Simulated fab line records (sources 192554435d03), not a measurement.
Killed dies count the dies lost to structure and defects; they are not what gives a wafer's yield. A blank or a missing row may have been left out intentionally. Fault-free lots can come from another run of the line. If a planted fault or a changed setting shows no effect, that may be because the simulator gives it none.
Which of the tools did it? :: flow n5_finfet :: 9 lots with 27 wafers sampled at 3 steps, on a route of 1938 steps

== WHAT THE GAUGES SHOWED, per wafer ==
N5_SD_ACTIVATION_RS_MEAS_03: measures by four-point-probe.
lot: L327
measured: day 3 21:07
on: film_metro-01
RS_SD_N (ohm/sq): 22.0 22.2 21.9

lot: L331
measured: day 4 16:42
on: film_metro-01
RS_SD_N (ohm/sq): 21.6 21.3 21.6

lot: L334
measured: day 5 13:47
on: film_metro-01
RS_SD_N (ohm/sq): 21.5 21.8 21.6

lot: L335
measured: day 5 18:29
on: film_metro-02
RS_SD_N (ohm/sq): 21.9 21.9 21.5

lot: L336
measured: day 5 21:38
on: film_metro-01
RS_SD_N (ohm/sq): 21.8 21.5 21.2

lot: L337
measured: day 6 03:53
on: film_metro-01
RS_SD_N (ohm/sq): 21.6 21.6 21.4

lot: L338
measured: day 6 15:52
on: film_metro-02
RS_SD_N (ohm/sq): 21.6 21.6 21.4

lot: L341
measured: day 7 06:30
on: film_metro-02
RS_SD_N (ohm/sq): 26.0 26.1 26.0

lot: L343
measured: day 7 18:43
on: film_metro-02
RS_SD_N (ohm/sq): 26.2 26.5 26.3

== TOOL THAT RAN EACH LOT (tool first, then ch and the chambers of the sampled wafers, then the start) ==
lot: L327
N5_SD_EPI_P_ETCH_37: rie_diel-02 ch 0,1,2, day 3 15:05
N5_SD_ACTIVATION_LSA_01: laser_anneal-01 ch 0, day 3 20:55

lot: L331
N5_SD_EPI_P_ETCH_37: rie_diel-06 ch 0,1,3, day 4 12:34
N5_SD_ACTIVATION_LSA_01: laser_anneal-01 ch 0, day 4 16:29

lot: L334
N5_SD_EPI_P_ETCH_37: rie_diel-02 ch 0,1, day 5 09:41
N5_SD_ACTIVATION_LSA_01: laser_anneal-02 ch 0, day 5 13:35

lot: L335
N5_SD_EPI_P_ETCH_37: rie_diel-03 ch 1,2,3, day 5 14:13
N5_SD_ACTIVATION_LSA_01: laser_anneal-01 ch 0, day 5 18:19

lot: L336
N5_SD_EPI_P_ETCH_37: rie_diel-03 ch 2,3, day 5 17:28
N5_SD_ACTIVATION_LSA_01: laser_anneal-02 ch 0, day 5 21:28

lot: L337
N5_SD_EPI_P_ETCH_37: rie_diel-02 ch 0,3, day 5 23:44
N5_SD_ACTIVATION_LSA_01: laser_anneal-01 ch 0, day 6 03:42

lot: L338
N5_SD_EPI_P_ETCH_37: rie_diel-06 ch 0,1,3, day 6 09:58
N5_SD_ACTIVATION_LSA_01: laser_anneal-02 ch 0, day 6 15:40

lot: L341
N5_SD_EPI_P_ETCH_37: rie_diel-02 ch 0,2,3, day 7 01:25
N5_SD_ACTIVATION_LSA_01: laser_anneal-01 ch 0, day 7 06:17

lot: L343
N5_SD_EPI_P_ETCH_37: rie_diel-06 ch 0,1,2, day 7 14:37
N5_SD_ACTIVATION_LSA_01: laser_anneal-01 ch 0, day 7 18:31
- N5_SD_EPI_P_ETCH_37: etches SOC in N2/H2, overetch 108 nm, time 486 s.
- N5_SD_ACTIVATION_LSA_01: time 0.0008 s.

== THE ANSWER, worked out from the rows above alone ==
Rule: the usual values come from the lots themselves. Put in order of their means at a reading, lots are off if they are a third of the lots or fewer, leave a main group of 4 or more, and stand apart from it by a gap of 3 or more times the standard deviation of the main group's means; of several such gaps the widest counts. A main group whose means are all the same, to the digits that the tables above print for the reading, isn't used. A lot without any number at a reading at which 4 lots or more have one is off too. All remaining lots with rows at the step are treated as sound.
Off: at N5_SD_ACTIVATION_RS_MEAS_03 (RS_SD_N), L341, L343. The main group: mean 21.6 ohm/sq, standard deviation 0.18.
If a tool, at a process step before that reading, ran all the lots that are off and no sound lot after the first of them, it fits. Those tools and the gauges at N5_SD_ACTIVATION_RS_MEAS_03 are tried in the same way. Undecided on this evidence; 2 tools fit (laser_anneal-01 at N5_SD_ACTIVATION_LSA_01, film_metro-02 at N5_SD_ACTIVATION_RS_MEAS_03).

== WHAT THE SIMULATOR HAD PUT IN ==
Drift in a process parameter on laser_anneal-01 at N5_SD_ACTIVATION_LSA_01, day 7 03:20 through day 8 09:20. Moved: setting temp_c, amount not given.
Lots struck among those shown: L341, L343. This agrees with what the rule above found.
